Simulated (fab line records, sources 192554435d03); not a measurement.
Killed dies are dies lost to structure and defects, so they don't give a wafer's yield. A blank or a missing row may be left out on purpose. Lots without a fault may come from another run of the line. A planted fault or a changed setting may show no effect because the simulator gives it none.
A struck lot beside a sound one | flow n5_finfet | 26 steps out of a route of 1938
Sound: wafers L943.1, L943.3, L943.5. Struck: wafers L955.2, L955.3, L955.4. The cause comes at the end.
At each step with rows: each side's tool, then ch and its chambers, then its first start. Under that, the readings that differ: sound wafers | struck wafers | difference of the means | sigmas: that difference in standard deviations of wafers without a fault.
alike: readings whose means differ by less than 2 such deviations, and words and numbers that are the same on both sides. not compared: withheld readings, readings that some wafer has no value for, bounds like >300 that may hide the same value, and numbers for which the record gives no deviation and whose values overlap.
The two part at a step that has a row with sigmas, a row that says differs or no value, or rows on one side only. Numbers that don't overlap but have no deviation are shown without sigmas and don't part them. A reading that every wafer of one side lacks parts them only if that side has two wafers or more.

first, 9 steps without rows for these wafers: N5_BEOL_M4_ILD_DEP_00 (deposits SiOC from DEMS/O2, target thk 79 nm, time 15.3 s); N5_BEOL_M4_PECVD_72 (deposits SiO2 from TEOS/O2, target thk 16 nm, time 18 s); N5_BEOL_M4_HM_DEP_02 (deposits TiN, target thk 20 nm); N5_BEOL_M4_COAT_61 (time 60 s, resist thk 60 nm); N5_BEOL_M4_COAT_62 (time 60 s, resist thk 12 nm); N5_BEOL_M4_COAT_73 (time 60 s, resist thk 5 nm); N5_BEOL_M4_COAT_05 (resist thk 30 nm); N5_BEOL_M4_EBR_07; N5_BEOL_M4_SOFTBAKE_06 (time 60 s).
N5_BEOL_M4_EXPOSE_08: exposes mask M4.
  sound on euv_scanner-02 ch 0, day 7 17:21; struck on euv_scanner-02 ch 0, day 12 20:31
  reading              | sound             | struck            | difference | sigmas
  exposure_dose_mJ_cm2 | 41.19 41.14 41.15 | 36.73 36.63 36.69 | -4.48      | -20
  alike: mask, focus_offset_nm
then, 2 steps without rows for these wafers: N5_BEOL_M4_PEB_09 (peb time 60 s); N5_BEOL_M4_DEVELOP_10 (develop time 30 s).
N5_BEOL_M4_CD_MEAS_11: target cd 16.79 nm.
  sound on cd_sem-03 ch 0, day 7 17:29; struck on cd_sem-03 ch 0, day 12 20:38
  reading    | sound             | struck            | difference | sigmas
  cd_nm (nm) | 16.63 16.56 16.87 | 14.23 13.86 14.03 | -2.65      | -9
then, 1 step without rows for these wafers: N5_BEOL_M4_DESCUM_16 (chemistry O2, time 7 s).
N5_BEOL_M4_ETCH_74: etches underlayer in N2/H2, target depth 6.5 nm, time 5.2 s.
  sound on rie_diel-01 ch 0,1,3, day 7 17:38; struck on rie_diel-06 ch 1,2,3, day 12 21:04
  reading                         | sound    | struck         | difference | sigmas
  model.BEOL_M4.cd_offset_nm (nm) | 0 0 -0.2 | -2.4 -2.6 -2.6 | -2.5       |
  alike: chamber_pressure_mTorr, drypump_motor_current_A, etch_rf_on_time_s, oes_product_au, rf_vpp_V, showerhead_plenum_p_Torr, throttle_valve_pct
  not compared: rf_hours_counter_h
then, 5 steps without rows for these wafers: N5_BEOL_M4_ETCH_63 (etches SiARC in CF4, target depth 15.6 nm, time 26 s); N5_BEOL_M4_ETCH_64 (etches SOC in N2/H2, target depth 75 nm, overetch 22.5 nm, time 121.9 s); N5_BEOL_M4_STRIP_65 (strips in N2/H2); N5_BEOL_M4_STRIP_75 (strips in N2/H2); N5_BEOL_M4_STRIP_66 (strips in CF4).
N5_BEOL_M4_HM_OPEN_17: chemistry Cl2/BCl3, target TiN, target depth 20 nm, overetch 6 nm.
  sound on rie_metal-02 ch 0,1, day 7 17:52; struck on rie_metal-03 ch 0,1, day 12 21:16
  reading                         | sound      | struck         | difference | sigmas
  model.BEOL_M4.cd_offset_nm (nm) | -0.2 0.4 0 | -2.2 -2.4 -2.4 | -2.4       |
  alike: chamber_pressure_mTorr, drypump_motor_current_A, oes_product_au, throttle_valve_pct
  not compared: rf_hours_counter_h
then, 1 step without rows for these wafers: N5_BEOL_M4_STRIP_19 (strips in O2).
N5_BEOL_M4_CD_MEAS_18: pitch 36 nm, target cd 18 nm.
  sound on cd_sem-01, day 7 18:02; struck on cd_sem-02, day 12 21:28
  reading    | sound          | struck         | difference | sigmas
  cd_nm (nm) | 18.0 18.7 17.7 | 15.9 15.8 15.6 | -2.4       | -7
then, 1 step without rows for these wafers: N5_BEOL_M4_COAT_67 (time 60 s, resist thk 60 nm).
N5_BEOL_M4_RC_MEAS_101:
  the record has rows for the sound wafers here (prober-01 ch 0, day 8 02:25) and none for the struck ones
-- the record jumps here: 5 days lie between the struck wafers' starts before and after (it left off in module BEOL_M4 and takes up again in module PASSIVATION, whose first step shown is number 1936 of the route) --
N5_PASSIVATION_PROBE_49:
  sound on prober-01, day 11 19:47; struck on prober-01, day 18 02:32
  reading                  | sound          | struck         | difference | sigmas
  defect_limited_yield (%) | 91.9 91.4 93.2 | 0 0 0          | -92        | -66
  killed_at_M4_up          | 10 11 5        | 1079 1067 1091 | +1070      | +99 or more
  killed_dies              | 96 101 80      | 1180 1180 1180 | +1088      | +64
  killed_on_rim            | 16 16 10       | 152 152 152    | +138       | +36
  sort_n_pass              | 1084 1079 1100 | 0 0 0          | -1088      | -64
  alike: killed_at_M0_to_M3, killed_at_contacts, killed_at_front_end, killed_at_other, killed_open, killed_short, sort_bin_5_function, sort_bin_6_memory, sort_bin_8_speed

WHERE THEY PART
First at N5_BEOL_M4_EXPOSE_08; last, within this record, at N5_PASSIVATION_PROBE_49.

WHY: what the simulator had put in
Process parameter drift: euv_scanner-02, from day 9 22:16 on, at N5_BEOL_M4_EXPOSE_08. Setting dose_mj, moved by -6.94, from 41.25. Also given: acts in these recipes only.
